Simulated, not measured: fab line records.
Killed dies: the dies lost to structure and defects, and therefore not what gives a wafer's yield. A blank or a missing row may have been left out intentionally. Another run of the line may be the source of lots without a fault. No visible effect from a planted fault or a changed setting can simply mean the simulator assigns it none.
fab line records	flow nand_harc
record lots=24	wafers=72	last_day=33
route steps=1302 shown A_CHANNEL_HOLE_D1@476 A_ONON_D2@559 A_CHANNEL_HOLE_D2@586 A_CHANNEL_FILL_D2@614
lots with no fault: from the same line, run without faults
start_h: the number of hours between the record's first day and the start of the first shown wafer of the lot	wait_h: hours elapsed since this lot's preceding step	" identical to the entry in the row above	L1.1+2: a single row standing in for several wafers	- no value, or no start given	* or withheld: withheld	< > ~ a bound
route shown NAME@n: NAME is a module with steps in the file, n the number in the route of the first one	usual: mean and standard deviation over wafers with no fault	same: alike in all rows	chamber/n: place in a boat	sites: each site's reading	_std_site: their standard deviation	_edge_site: the outer-site mean with the inner-site mean subtracted	radius_mm: for every site, how far away it sits from the centre of the wafer	mask NAME#n: copy n	behind: tool/chamber where the wafer was last shaped	hold: cause of the lot's hold/its duration in hours/its outcome	device: which transistor (n, p or np) failed to switch	end of line: tests of these same wafers at the route's end	where a step has no rows: the recipe by itself	killed: dies that structure and defects cost at the first sort, which is not the same as the wafer's yield	map: dies across one wafer; x = killed, . = not, _ = none there
set.NAME: the setting as run; set.NAME@STEP: as run at that earlier step	model.NAME: the simulator's own value behind a step, which no gauge read
steps of the route over a sample of lots; a table a step, a row a wafer
services: a tool's chamber out of use, with start hour (start_h, from the record's first day; less than 0 if before it), hours out, and reason
## steps
# step NHARC_A_CHANNEL_HOLE_D1_ETCH_24
# recipe bias_v=5000	source_w=withheld	pressure_mtorr=20	time_s=906.2	ar_flow_sccm=375	c4f8_flow_sccm=93.8	o2_flow_sccm=31.2	temp_c=-20	target_depth_a=15000	chemistry=C4F8/O2/Ar
# usual drypump_motor_current_A=5.7/0.54	showerhead_plenum_p_Torr=3.66/0.045	throttle_valve_pct=32.236/0.0093
lot.wafer	tool	chamber	start_h	wait_h	drypump_motor_current_A	rf_hours_counter_h	showerhead_plenum_p_Torr	throttle_valve_pct
L074.1	har_etch-02	0	183.87	0.6	6.3	292	3.76	32.237
L074.3	"	1	"	"	5.1	-	3.70	32.229
L074.4	"	0	"	"	6.3	-	3.76	32.233
L075.3	har_etch-02	1	207.82	0.6	5.1	-	3.69	32.261
L075.4	"	0	"	"	6.3	-	3.76	32.249
L075.6	"	1	"	"	5.1	-	3.69	32.235
L077.2	har_etch-01	0	211.65	0.6	6.1	97	3.66	32.220
L077.1	"	1	"	"	5.1	97	3.68	32.235
L077.5	"	1	"	"	5.1	-	3.68	32.242
L076.1	har_etch-02	1	211.72	0.6	5.1	304	3.69	32.232
L076.2	"	0	"	"	6.3	304	3.76	32.242
L076.3	"	0	"	"	6.3	-	3.76	32.249
L078.2	har_etch-02	1	231.18	0.6	5.1	319	3.68	32.251
L078.3	"	1	"	"	5.1	-	3.68	32.225
L078.6	"	0	"	"	6.3	-	3.75	32.240
L079.2	har_etch-01	1	231.33	0.6	5.2	113	3.67	32.249
L079.3	"	1	"	"	5.2	-	3.67	32.221
L079.5	"	1	"	"	5.2	-	3.67	32.248
L080.1	har_etch-01	1	245.00	0.6	5.2	116	3.67	32.250
L080.3	"	1	"	"	5.2	-	3.67	32.235
L080.6	"	0	"	"	6.1	-	3.64	32.228
L081.1	har_etch-01	0	251.49	0.6	6.1	120	3.64	32.238
L081.3	"	1	"	"	5.1	-	3.67	32.224
L081.5	"	1	"	"	5.2	-	3.67	32.237
L082.1	har_etch-01	1	271.64	0.6	5.2	132	3.66	32.235
L082.4	"	0	"	"	6.1	-	3.64	32.220
L082.5	"	0	"	"	6.1	-	3.64	32.241
L083.2	har_etch-02	0	272.43	0.6	6.3	342	3.74	32.239
L083.4	"	1	"	"	5.1	-	3.67	32.229
L083.5	"	1	"	"	5.1	-	3.67	32.236
L085.2	har_etch-02	1	293.41	0.6	5.2	354	3.66	32.245
L085.3	"	0	"	"	6.3	-	3.73	32.242
L085.4	"	1	"	"	5.1	-	3.66	32.246
L084.1	har_etch-01	1	297.79	3.8	5.1	147	3.65	32.241
L084.4	"	0	"	"	6.2	-	3.63	32.236
L084.3	"	1	"	"	5.1	-	3.65	32.238
L086.1	har_etch-02	0	329.70	0.6	6.3	373	3.72	32.218
L086.4	"	0	"	"	6.3	-	3.72	32.237
L086.5	"	0	"	"	6.3	-	3.72	32.235
L088.1	har_etch-01	1	329.77	0.6	5.2	158	3.64	32.237
L088.3	"	0	"	"	6.2	-	3.62	32.229
L088.5	"	1	"	"	5.1	-	3.64	32.233
L089.2	har_etch-01	0	333.93	0.6	6.1	162	3.62	32.235
L089.5	"	1	"	"	5.1	-	3.64	32.238
L089.6	"	0	"	"	6.1	-	3.62	32.234
L087.2	har_etch-02	0	341.86	0.6	6.3	384	3.71	32.249
L087.1	"	1	"	"	5.1	384	3.65	32.232
L087.3	"	0	"	"	6.3	-	3.71	32.238
L091.2	har_etch-02	1	352.02	0.6	5.1	392	3.64	32.232
L091.6	"	0	"	"	6.3	-	3.71	32.250
L091.5	"	1	"	"	5.1	-	3.64	32.222
L090.1	har_etch-01	0	353.20	0.6	6.1	178	3.61	32.233
L090.4	"	1	"	"	5.2	-	3.63	32.238
L090.5	"	1	"	"	5.1	-	3.63	32.237
L092.3	har_etch-01	0	376.29	0.6	6.1	-	3.61	32.233
L092.6	"	0	"	"	6.2	-	3.61	32.232
L092.5	"	1	"	"	5.1	-	3.63	32.237
L093.1	har_etch-02	0	396.27	0.6	6.2	2	3.70	32.245
L093.2	"	1	"	"	5.1	2	3.64	32.248
L093.3	"	1	"	"	5.1	-	3.64	32.252
L094.2	har_etch-01	1	399.62	0.6	5.1	201	3.62	32.232
L094.1	"	0	"	"	6.1	201	3.60	32.224
L094.3	"	0	"	"	6.1	-	3.60	32.254
L095.2	har_etch-01	1	403.77	0.6	5.1	204	3.62	32.245
L095.4	"	0	"	"	6.2	-	3.60	32.233
L095.5	"	0	"	"	6.1	-	3.60	32.238
L096.2	har_etch-02	1	405.11	0.6	5.1	10	3.63	32.214
L096.4	"	0	"	"	6.3	-	3.70	32.236
L096.5	"	0	"	"	6.3	-	3.70	32.234
L097.1	har_etch-01	1	413.94	0.6	5.2	212	3.62	32.244
L097.6	"	0	"	"	6.1	-	3.59	32.228
L097.5	"	1	"	"	5.2	-	3.62	32.229
# step NHARC_A_ONON_D2_THK_MEAS_21
# recipe thk_meas_gauge=ellipsometry
# usual thk_nm=999/11
lot.wafer	tool	chamber	start_h	wait_h	thk_nm
L074.1	film_metro-02	-	283.73	-	984
L074.3	"	-	"	"	985
L074.4	"	-	"	"	986
L075.3	film_metro-01	-	309.16	-	989
L075.4	"	-	"	"	991
L075.6	"	-	"	"	990
L077.1	film_metro-02	-	309.29	-	994
L077.2	"	-	"	"	995
L077.5	"	-	"	"	995
L076.1	film_metro-01	-	309.31	-	978
L076.2	"	-	"	"	980
L076.3	"	-	"	"	981
L079.2	film_metro-01	-	327.67	-	1005
L079.3	"	-	"	"	1007
L079.5	"	-	"	"	1007
L078.2	film_metro-01	-	327.69	-	1009
L078.3	"	-	"	"	1010
L078.6	"	-	"	"	1009
L080.1	film_metro-02	-	339.92	-	994
L080.3	"	-	"	"	994
L080.6	"	-	"	"	994
L081.1	film_metro-02	-	346.92	-	997
L081.3	"	-	"	"	996
L081.5	"	-	"	"	996
L083.2	film_metro-01	-	374.49	-	1002
L083.4	"	-	"	"	1001
L083.5	"	-	"	"	1003
L082.1	film_metro-01	-	374.50	-	987
L082.4	"	-	"	"	991
L082.5	"	-	"	"	990
L084.1	film_metro-02	-	400.16	-	998
L084.3	"	-	"	"	1001
L084.4	"	-	"	"	999
L085.2	film_metro-01	-	400.17	-	1010
L085.3	"	-	"	"	1011
L085.4	"	-	"	"	1011
L088.1	film_metro-01	-	423.65	-	1010
L088.3	"	-	"	"	1010
L088.5	"	-	"	"	1010
L086.1	film_metro-02	-	423.65	-	989
L086.4	"	-	"	"	987
L086.5	"	-	"	"	990
L089.2	film_metro-02	-	434.54	-	982
L089.5	"	-	"	"	986
L089.6	"	-	"	"	983
L087.1	film_metro-01	-	445.13	-	990
L087.2	"	-	"	"	991
L087.3	"	-	"	"	992
L091.2	film_metro-01	-	457.10	-	998
L091.5	"	-	"	"	999
L091.6	"	-	"	"	1000
L090.1	film_metro-02	-	457.10	-	1015
L090.4	"	-	"	"	1014
L090.5	"	-	"	"	1013
L092.3	film_metro-01	-	474.17	-	1007
L092.5	"	-	"	"	1009
L092.6	"	-	"	"	1009
L094.1	film_metro-01	-	498.39	-	997
L094.2	"	-	"	"	996
L094.3	"	-	"	"	998
L093.1	film_metro-02	-	498.54	-	1016
L093.2	"	-	"	"	1016
L093.3	"	-	"	"	1015
L095.2	film_metro-02	-	503.59	-	1021
L095.4	"	-	"	"	1021
L095.5	"	-	"	"	1021
L096.2	film_metro-01	-	503.59	-	989
L096.4	"	-	"	"	991
L096.5	"	-	"	"	990
L097.1	film_metro-01	-	517.48	-	1008
L097.5	"	-	"	"	1006
L097.6	"	-	"	"	1008
# step NHARC_A_CHANNEL_HOLE_D2_ETCH_38
# recipe target_depth_a=390	over_etch_frac=0.3	time_s=65	ion_energy_ev=80	cf4_flow_sccm=150	ar_flow_sccm=0	rf_w=300	bias_w=100	chemistry=CF4
# usual bias_w=100.05/0.3	drypump_motor_current_A=5.7/0.38	oes_product_au=0.997/0.0078	rf_vpp_V=151.1/1.1	showerhead_plenum_p_Torr=1.76/0.069	throttle_valve_pct=13.283/0.0094
lot.wafer	tool	chamber	start_h	wait_h	bias_w	drypump_motor_current_A	oes_product_au	rf_hours_counter_h	rf_vpp_V	showerhead_plenum_p_Torr	throttle_valve_pct
L074.1	rie_diel-13	3	292.53	0.1	100.13	6.2	1.001	6.7	150.9	1.78	13.295
L074.4	"	0	"	"	99.88	5.8	0.991	7.9	150.4	1.72	13.280
L074.3	"	2	"	"	100.24	6.2	1.009	7.7	150.8	1.69	13.288
L075.3	rie_diel-10	1	314.36	0.1	100.27	5.4	0.995	3.1	150.7	1.83	13.293
L075.4	"	3	"	"	100.25	5.9	1.018	2.7	151.7	1.81	13.280
L075.6	"	2	"	"	99.56	5.6	1.000	-	149.2	1.68	13.273
L077.2	rie_diel-10	1	315.98	0.1	99.54	5.4	0.985	3.8	151.2	1.83	13.283
L077.1	"	2	"	"	100.13	5.6	0.996	3.3	150.0	1.68	13.273
L077.5	"	3	"	"	99.85	5.8	1.006	-	151.7	1.81	13.273
L076.2	rie_diel-02	3	316.26	0.1	100.14	5.8	0.987	3.4	151.2	1.81	13.293
L076.3	"	0	"	"	99.99	5.6	0.996	3.9	151.2	1.83	13.284
L076.1	"	1	"	"	99.65	5.9	0.997	4.1	149.7	1.66	13.287
L079.2	rie_diel-02	3	332.86	0.1	99.87	5.8	0.999	5.3	152.4	1.81	13.285
L079.3	"	1	"	"	100.23	5.9	0.997	5.4	148.2	1.66	13.265
L079.5	"	3	"	"	100.40	5.8	0.996	-	151.1	1.81	13.271
L078.2	rie_diel-10	2	333.67	0.1	99.98	5.6	1.001	4.4	150.0	1.68	13.280
L078.3	"	3	"	"	99.70	5.9	1.006	4.2	151.0	1.81	13.284
L078.6	"	2	"	"	100.05	5.6	1.007	-	149.5	1.68	13.306
L080.1	rie_diel-10	2	345.82	0.1	100.82	5.6	0.990	5.3	149.7	1.68	13.287
L080.3	"	0	"	"	100.09	6.2	0.991	5.6	152.6	1.86	13.282
L080.6	"	3	"	"	100.14	5.9	1.001	-	150.9	1.81	13.296
L081.1	rie_diel-13	2	355.23	0.1	100.42	6.2	0.994	0.2	150.6	1.69	13.289
L081.3	"	3	"	"	100.44	6.2	1.003	0.2	153.1	1.78	13.283
L081.5	"	2	"	"	100.08	6.2	1.012	-	149.0	1.69	13.302
L083.2	rie_diel-10	3	388.27	0.1	99.83	5.9	0.998	6.3	150.4	1.81	13.288
L083.5	"	3	"	"	99.57	5.9	1.007	-	152.2	1.81	13.288
L083.4	"	0	"	"	99.89	6.2	0.983	-	152.5	1.86	13.283
L082.1	rie_diel-13	0	397.62	0.1	100.25	5.8	0.994	2.4	148.9	1.72	13.292
L082.4	"	2	"	"	100.05	6.2	0.993	2.4	149.0	1.69	13.276
L082.5	"	0	"	"	100.36	5.8	0.989	-	151.0	1.72	13.279
L084.1	rie_diel-13	0	406.42	0.1	99.67	5.8	0.997	3.2	150.5	1.72	13.287
L084.3	"	1	"	"	100.37	4.8	1.003	1.0	150.3	1.70	13.265
L084.4	"	2	"	"	100.20	6.2	0.992	2.9	151.1	1.69	13.272
L085.3	rie_diel-10	1	408.09	0.1	100.58	5.4	0.982	7.5	151.3	1.82	13.280
L085.4	"	2	"	"	99.93	5.6	0.994	6.9	150.8	1.68	13.296
L085.2	"	3	"	"	99.93	5.9	1.005	7.6	153.1	1.81	13.290
L088.3	rie_diel-13	0	429.42	0.1	100.03	5.8	1.002	5.6	151.8	1.72	13.291
L088.1	"	3	"	"	100.01	6.3	1.002	6.9	150.4	1.78	13.282
L088.5	"	1	"	"	100.22	4.9	0.989	-	151.1	1.70	13.290
L086.1	rie_diel-02	1	430.59	0.1	100.24	5.9	1.002	1.4	150.7	1.66	13.280
L086.4	"	3	"	"	100.45	5.8	0.993	1.8	152.3	1.81	13.284
L086.5	"	1	"	"	100.17	5.9	1.006	-	150.4	1.66	13.295
L089.2	rie_diel-10	0	439.65	0.1	100.47	6.2	0.994	0.4	151.4	1.86	13.280
L089.6	"	3	"	"	100.49	5.9	1.007	-	151.1	1.81	13.288
L089.5	"	0	"	"	100.51	6.2	1.005	-	153.2	1.86	13.294
L087.2	rie_diel-10	2	450.24	0.1	99.61	5.6	1.011	1.5	148.5	1.68	13.281
L087.3	"	3	"	"	99.99	5.9	1.009	1.4	152.1	1.81	13.283
L087.1	"	0	"	"	100.38	6.2	1.008	1.4	151.5	1.86	13.273
L091.2	rie_diel-13	3	462.32	0.1	100.23	6.2	1.007	8.1	152.5	1.78	13.289
L091.6	"	3	"	"	99.91	6.3	1.006	-	150.1	1.78	13.294
L091.5	"	1	"	"	100.11	4.9	1.001	-	151.0	1.70	13.289
L090.1	rie_diel-02	0	462.51	0.1	100.11	5.6	1.009	3.3	152.9	1.83	13.280
L090.4	"	3	"	"	100.01	5.8	1.002	4.1	152.1	1.81	13.273
L090.5	"	0	"	"	100.37	5.6	1.014	-	151.5	1.83	13.274
L092.3	rie_diel-10	0	479.70	0.1	99.97	6.2	0.999	2.6	150.0	1.86	13.253
L092.6	"	3	"	"	100.07	5.9	1.000	-	150.8	1.81	13.296
L092.5	"	0	"	"	99.99	6.2	0.994	-	152.8	1.86	13.291
L093.1	rie_diel-10	2	503.76	0.1	100.30	5.6	0.976	3.8	150.2	1.68	13.278
L093.2	"	3	"	"	100.38	5.9	0.996	3.4	150.3	1.81	13.279
L093.3	"	0	"	"	99.88	6.2	0.990	3.9	152.5	1.86	13.282
L094.3	rie_diel-02	3	503.97	0.1	100.21	5.8	1.011	7.1	151.1	1.81	13.289
L094.1	"	0	"	"	100.38	5.6	1.002	6.7	151.4	1.82	13.275
L094.2	"	1	"	"	100.06	5.9	0.990	5.6	150.7	1.66	13.281
L096.2	rie_diel-10	0	509.92	0.1	99.23	6.2	1.007	4.5	151.8	1.86	13.272
L096.4	"	1	"	"	100.11	5.4	0.996	4.9	151.3	1.82	13.281
L096.5	"	1	"	"	100.33	5.4	0.987	-	152.0	1.82	13.280
L095.4	rie_diel-13	2	510.94	0.1	100.02	6.2	0.988	10.6	151.2	1.69	13.279
L095.2	"	3	"	"	99.83	6.3	0.998	12.4	152.7	1.78	13.281
L095.5	"	0	"	"	99.52	5.8	0.992	-	151.8	1.72	13.273
L097.1	rie_diel-02	2	522.72	0.1	100.16	5.3	1.001	7.3	151.4	1.66	13.281
L097.5	"	0	"	"	100.02	5.6	1.006	-	150.8	1.82	13.291
L097.6	"	2	"	"	100.24	5.2	0.995	-	151.1	1.66	13.269
# step NHARC_A_CHANNEL_HOLE_D2_ETCH_44
# recipe target_depth_a=1400	overetch_a=140	time_s=77	ion_energy_ev=100	cf4_flow_sccm=80	o2_flow_sccm=20	ar_flow_sccm=0	rf_w=300	bias_w=100	chemistry=CF4/O2
# usual bias_w=99.97/0.26	drypump_motor_current_A=5.7/0.36	oes_product_au=0.997/0.0083	rf_vpp_V=197.7/1.6	showerhead_plenum_p_Torr=1.33/0.058	throttle_valve_pct=13.397/0.0094
lot.wafer	tool	chamber	start_h	wait_h	bias_w	drypump_motor_current_A	oes_product_au	rf_hours_counter_h	rf_vpp_V	showerhead_plenum_p_Torr	throttle_valve_pct
L074.3	rie_diel-10	1	300.50	0.5	100.13	5.4	0.993	2.8	198.6	1.38	13.406
L074.4	"	2	"	"	100.11	5.6	0.996	2.5	195.5	1.27	13.389
L074.1	"	0	"	"	99.75	6.2	0.996	2.9	199.7	1.41	13.401
L075.3	rie_diel-10	3	320.16	0.0	99.91	5.9	1.000	3.6	199.4	1.37	13.408
L075.4	"	2	"	"	99.95	5.6	0.995	3.8	196.9	1.27	13.399
L075.6	"	3	"	"	99.85	5.9	1.002	-	198.3	1.37	13.390
L077.1	rie_diel-02	3	321.79	0.1	100.01	5.8	0.997	4.1	196.8	1.37	13.380
L077.2	"	2	"	"	99.93	5.3	0.994	2.9	196.1	1.25	13.394
L077.5	"	0	"	"	99.86	5.6	1.000	-	199.6	1.38	13.393
L076.3	rie_diel-10	0	324.32	0.0	100.02	6.2	0.994	4.5	198.4	1.41	13.404
L076.1	"	2	"	"	99.94	5.6	0.991	4.1	196.8	1.27	13.405
L076.2	"	3	"	"	100.32	5.9	1.009	4.0	199.0	1.37	13.393
L079.2	rie_diel-10	2	340.28	0.1	100.24	5.6	1.000	4.9	194.5	1.27	13.390
L079.3	"	3	"	"	99.87	5.9	1.010	4.6	199.3	1.37	13.412
L079.5	"	3	"	"	100.02	5.9	1.005	-	198.2	1.37	13.386
L078.3	rie_diel-10	1	340.86	0.0	99.98	5.4	0.982	5.7	199.3	1.38	13.404
L078.2	"	2	"	"	99.62	5.6	1.001	5.0	197.2	1.27	13.395
L078.6	"	1	"	"	99.83	5.4	0.980	-	199.4	1.38	13.397
L080.1	rie_diel-13	1	351.64	0.1	100.09	4.9	1.004	0.0	196.6	1.28	13.395
L080.3	"	0	"	"	99.68	5.8	0.997	0.0	197.7	1.29	13.385
L080.6	"	1	"	"	99.98	4.9	0.994	-	196.5	1.28	13.389
L081.3	rie_diel-10	3	361.24	0.1	100.18	5.9	1.012	5.9	197.7	1.37	13.409
L081.1	"	0	"	"	99.60	6.2	0.992	6.3	199.6	1.41	13.403
L081.5	"	2	"	"	99.94	5.6	1.003	-	196.9	1.27	13.400
L083.4	rie_diel-10	1	398.04	0.1	100.01	5.4	0.976	7.2	198.3	1.38	13.405
L083.2	"	2	"	"	100.34	5.6	0.987	6.6	196.3	1.27	13.389
L083.5	"	0	"	"	99.70	6.2	1.009	-	198.8	1.41	13.403
L082.1	rie_diel-02	3	403.44	0.1	99.81	5.8	0.999	0.0	197.4	1.37	13.389
L082.4	"	0	"	"	100.23	5.6	0.998	0.0	199.5	1.38	13.404
L082.5	"	2	"	"	100.12	5.2	0.989	-	196.2	1.25	13.409
L084.4	rie_diel-13	3	412.25	0.1	100.13	6.2	1.000	3.6	198.1	1.34	13.394
L084.3	"	0	"	"	99.95	5.8	1.002	3.7	195.1	1.29	13.394
L084.1	"	1	"	"	100.12	4.9	0.992	1.8	196.8	1.28	13.393
L085.4	rie_diel-02	1	413.90	0.1	100.00	5.9	1.005	0.3	196.1	1.25	13.391
L085.3	"	3	"	"	100.42	5.8	0.993	0.4	198.4	1.37	13.403
L085.2	"	0	"	"	100.05	5.6	1.000	0.4	199.4	1.38	13.399
L088.1	rie_diel-10	3	435.25	0.0	99.73	5.9	1.002	0.2	198.6	1.37	13.403
L088.3	"	1	"	"	100.70	5.4	0.983	0.2	200.2	1.38	13.393
L088.5	"	0	"	"	99.78	6.2	1.000	-	199.3	1.41	13.413
L086.4	rie_diel-10	1	436.78	0.1	99.77	5.4	0.994	0.4	198.8	1.38	13.387
L086.1	"	3	"	"	99.80	5.9	0.991	0.3	198.8	1.37	13.393
L086.5	"	1	"	"	99.76	5.4	0.996	-	199.2	1.38	13.401
L089.2	rie_diel-13	0	445.47	0.1	99.85	5.8	0.987	6.4	197.0	1.29	13.393
L089.5	"	2	"	"	99.76	6.1	0.999	-	196.7	1.27	13.403
L089.6	"	3	"	"	99.99	6.3	0.987	-	196.5	1.34	13.394
L087.3	rie_diel-10	3	456.99	0.1	100.18	5.9	1.002	1.8	198.9	1.37	13.389
L087.1	"	1	"	"	99.93	5.4	0.986	2.2	199.6	1.38	13.392
L087.2	"	2	"	"	100.26	5.6	0.998	1.9	196.6	1.27	13.411
L091.2	rie_diel-10	2	468.35	0.1	99.78	5.6	0.998	2.2	195.0	1.27	13.384
L091.5	"	3	"	"	99.49	5.9	0.998	-	198.9	1.37	13.400
L091.6	"	0	"	"	99.89	6.2	0.997	-	200.6	1.41	13.394
L090.4	rie_diel-02	0	468.35	0.1	99.84	5.6	1.011	4.0	198.8	1.38	13.398
L090.1	"	1	"	"	100.23	5.9	0.997	3.4	195.3	1.25	13.413
L090.5	"	0	"	"	99.82	5.6	0.998	-	197.4	1.38	13.402
L092.3	rie_diel-02	1	487.57	0.1	100.16	5.9	0.989	4.7	196.9	1.25	13.405
L092.6	"	0	"	"	100.10	5.6	0.999	-	197.5	1.38	13.398
L092.5	"	1	"	"	100.37	5.9	0.993	-	195.9	1.25	13.406
L093.2	rie_diel-02	0	514.38	0.1	99.58	5.6	1.007	7.5	198.8	1.38	13.400
L093.1	"	1	"	"	99.84	5.9	0.998	6.3	194.5	1.25	13.383
L093.3	"	2	"	"	99.97	5.3	0.988	6.8	195.0	1.25	13.402
L094.1	rie_diel-02	2	517.99	0.1	99.61	5.3	0.999	7.0	197.4	1.25	13.396
L094.2	"	0	"	"	99.70	5.6	1.003	7.7	199.7	1.38	13.387
L094.3	"	0	"	"	100.28	5.6	1.010	-	199.3	1.38	13.400
L096.2	rie_diel-10	3	518.52	0.1	99.63	5.9	0.999	4.8	197.9	1.37	13.381
L096.4	"	0	"	"	99.74	6.2	0.996	5.1	198.9	1.41	13.395
L096.5	"	3	"	"	99.86	5.9	1.011	-	200.0	1.37	13.389
L095.2	rie_diel-10	1	522.14	0.1	100.40	5.4	0.987	5.6	198.4	1.38	13.383
L095.4	"	2	"	"	99.80	5.6	0.990	5.3	193.3	1.27	13.369
L095.5	"	0	"	"	100.27	6.2	1.008	-	198.6	1.41	13.402
L097.1	rie_diel-13	0	528.74	0.1	100.06	5.8	1.015	0.0	196.9	1.29	13.408
L097.5	"	1	"	"	100.27	4.9	0.998	-	196.4	1.28	13.393
L097.6	"	2	"	"	100.01	6.2	1.003	-	197.0	1.27	13.408
# step NHARC_A_CHANNEL_FILL_D2_ALD_14
# recipe target_thk_a=25	pulse_time_s=10	ald_cycles=25	temp_c=300	material=SiO2
# usual heater_power_w=459/46	precursor_pulse_height_rel=1.000/0.021
lot.wafer	tool	chamber	start_h	wait_h	heater_power_w	precursor_pulse_height_rel
L074.1	ald_hk-01	2	308.84	0.1	452	1.009
L074.3	"	3	"	"	521	1.031
L074.4	"	1	"	"	437	1.016
L075.3	ald_hk-02	2	328.75	0.0	447	0.984
L075.4	"	0	"	"	480	0.995
L075.6	"	3	"	"	396	0.973
L077.2	ald_hk-01	0	328.79	0.1	437	1.005
L077.1	"	2	"	"	464	0.980
L077.5	"	3	"	"	516	1.016
L076.1	ald_hk-04	2	332.95	0.0	475	1.007
L076.2	"	3	"	"	551	1.005
L076.3	"	0	"	"	421	0.981
L079.3	ald_hk-02	0	348.46	0.0	487	0.992
L079.2	"	2	"	"	451	0.996
L079.5	"	1	"	"	502	0.985
L078.3	ald_hk-04	3	348.54	0.1	531	0.985
L078.2	"	0	"	"	423	0.999
L078.6	"	2	"	"	471	1.005
L080.1	ald_hk-01	2	361.66	1.9	454	0.993
L080.3	"	3	"	"	518	1.016
L080.6	"	2	"	"	461	1.024
L081.1	ald_hk-02	0	369.39	0.0	508	0.993
L081.3	"	1	"	"	462	1.002
L081.5	"	1	"	"	453	0.986
L083.2	ald_hk-04	3	406.43	0.1	533	0.963
L083.4	"	0	"	"	422	0.997
L083.5	"	2	"	"	470	0.999
L082.1	ald_hk-04	1	411.65	0.0	399	0.946
L082.4	"	2	"	"	475	1.027
L082.5	"	2	"	"	487	1.005
L084.1	ald_hk-02	3	420.40	0.0	395	0.943
L084.3	"	1	"	"	452	0.993
L084.4	"	2	"	"	440	0.958
L085.3	ald_hk-01	2	420.40	0.0	468	0.994
L085.2	"	0	"	"	435	1.019
L085.4	"	1	"	"	443	0.983
L088.1	ald_hk-01	2	443.68	0.3	464	1.012
L088.3	"	3	"	"	522	1.011
L088.5	"	0	"	"	443	0.998
L086.4	ald_hk-02	2	447.92	0.0	450	0.983
L086.1	"	0	"	"	519	1.030
L086.5	"	3	"	"	380	1.016
L089.2	ald_hk-02	1	454.78	0.1	475	0.969
L089.6	"	3	"	"	384	1.020
L089.5	"	0	"	"	519	1.014
L087.3	ald_hk-02	3	465.08	0.0	390	1.031
L087.2	"	0	"	"	522	0.999
L087.1	"	1	"	"	473	1.007
L091.2	ald_hk-04	2	476.60	0.1	495	1.000
L091.6	"	2	"	"	506	1.012
L091.5	"	3	"	"	531	0.969
L090.1	ald_hk-04	2	477.05	0.5	496	1.027
L090.4	"	1	"	"	395	0.965
L090.5	"	2	"	"	498	1.024
L092.3	ald_hk-02	3	497.28	1.6	384	0.983
L092.6	"	3	"	"	391	0.989
L092.5	"	0	"	"	513	0.983
L093.1	ald_hk-01	1	522.77	0.0	442	1.033
L093.3	"	2	"	"	454	1.040
L093.2	"	3	"	"	530	1.014
L096.4	ald_hk-02	1	528.19	1.5	475	0.993
L096.2	"	0	"	"	521	1.008
L096.5	"	1	"	"	469	0.998
L094.3	ald_hk-02	2	528.41	1.8	435	0.974
L094.1	"	0	"	"	523	0.993
L094.2	"	1	"	"	455	0.965
L095.4	ald_hk-02	2	530.78	0.0	444	0.999
L095.2	"	1	"	"	467	0.992
L095.5	"	3	"	"	397	0.988
L097.1	ald_hk-04	0	536.94	0.1	441	1.020
L097.6	"	3	"	"	520	1.028
L097.5	"	0	"	"	447	1.008
# step NHARC_A_CHANNEL_FILL_D2_INSPECT_13
# usual raw_defect_count=383/120
lot.wafer	tool	chamber	start_h	wait_h	raw_defect_count
L074.1	defect_inspect-01	-	351.00	0.2	470
L074.3	"	-	"	"	300
L074.4	"	-	"	"	307
L075.3	defect_inspect-01	-	369.76	0.1	845
L075.4	"	-	"	"	349
L075.6	"	-	"	"	422
L077.1	defect_inspect-02	-	369.77	0.2	356
L077.2	"	-	"	"	207
L077.5	"	-	"	"	418
L076.1	defect_inspect-02	-	375.41	0.2	318
L076.2	"	-	"	"	407
L076.3	"	-	"	"	336
L079.2	defect_inspect-01	-	391.22	0.1	464
L079.3	"	-	"	"	431
L079.5	"	-	"	"	586
L078.2	defect_inspect-02	-	391.37	0.1	273
L078.3	"	-	"	"	285
L078.6	"	-	"	"	289
L080.1	defect_inspect-02	-	402.09	0.2	400
L080.3	"	-	"	"	332
L080.6	"	-	"	"	361
L081.1	defect_inspect-02	-	411.13	0.2	573
L081.3	"	-	"	"	480
L081.5	"	-	"	"	312
L083.2	defect_inspect-01	-	447.96	0.1	601
L083.4	"	-	"	"	434
L083.5	"	-	"	"	490
L082.1	defect_inspect-01	-	454.79	0.2	356
L082.4	"	-	"	"	316
L082.5	"	-	"	"	314
L085.2	defect_inspect-02	-	461.26	0.1	591
L085.3	"	-	"	"	558
L085.4	"	-	"	"	505
L084.1	defect_inspect-01	-	461.43	0.2	242
L084.3	"	-	"	"	356
L084.4	"	-	"	"	259
L088.1	defect_inspect-02	-	485.44	0.2	391
L088.3	"	-	"	"	417
L088.5	"	-	"	"	353
L086.1	defect_inspect-01	-	485.46	0.2	349
L086.4	"	-	"	"	286
L086.5	"	-	"	"	345
L089.2	defect_inspect-02	-	499.73	0.1	424
L089.5	"	-	"	"	319
L089.6	"	-	"	"	429
L087.1	defect_inspect-01	-	512.44	0.2	244
L087.2	"	-	"	"	388
L087.3	"	-	"	"	388
L090.1	defect_inspect-02	-	517.88	0.2	362
L090.4	"	-	"	"	583
L090.5	"	-	"	"	375
L091.2	defect_inspect-01	-	517.89	0.1	492
L091.5	"	-	"	"	560
L091.6	"	-	"	"	336
L092.3	defect_inspect-02	-	539.84	0.1	387
L092.5	"	-	"	"	150
L092.6	"	-	"	"	497
L096.2	defect_inspect-02	-	566.18	0.1	334
L096.4	"	-	"	"	384
L096.5	"	-	"	"	317
L094.1	defect_inspect-01	-	566.19	0.2	485
L094.2	"	-	"	"	345
L094.3	"	-	"	"	493
L093.1	defect_inspect-01	-	566.35	0.2	372
L093.2	"	-	"	"	282
L093.3	"	-	"	"	240
L095.2	defect_inspect-01	-	570.61	0.1	288
L095.4	"	-	"	"	199
L095.5	"	-	"	"	239
L097.1	defect_inspect-02	-	579.09	0.2	292
L097.5	"	-	"	"	261
L097.6	"	-	"	"	299
## services
tool	chamber	start_h	hours	kind
rie_diel-13	-	165.00	9.0	pm
rie_diel-02	3	171.10	1.5	repair
ald_hk-02	-	175.48	10.0	pm
rie_diel-10	2	176.43	4.4	repair
rie_diel-02	1	182.21	2.4	repair
rie_diel-10	3	190.67	5.9	repair
rie_diel-10	2	200.29	5.1	repair
rie_diel-02	-	216.70	9.0	pm
rie_diel-10	-	242.50	9.0	pm
rie_diel-13	1	242.72	8.6	repair
rie_diel-13	3	262.99	15.8	repair
rie_diel-02	3	274.27	21.3	repair
rie_diel-02	2	287.09	22.8	repair
rie_diel-13	3	292.77	2.9	repair
rie_diel-13	2	295.12	15.4	repair
rie_diel-10	0	325.27	2.8	repair
rie_diel-02	3	344.89	11.9	repair
rie_diel-02	1	379.89	5.8	repair
rie_diel-10	2	387.32	2.7	repair
rie_diel-02	-	393.70	9.0	pm
rie_diel-10	-	419.50	9.0	pm
rie_diel-02	3	513.95	4.3	repair
rie_diel-02	1	517.87	12.6	repair
rie_diel-10	1	532.14	124.3	repair
## key
fault none
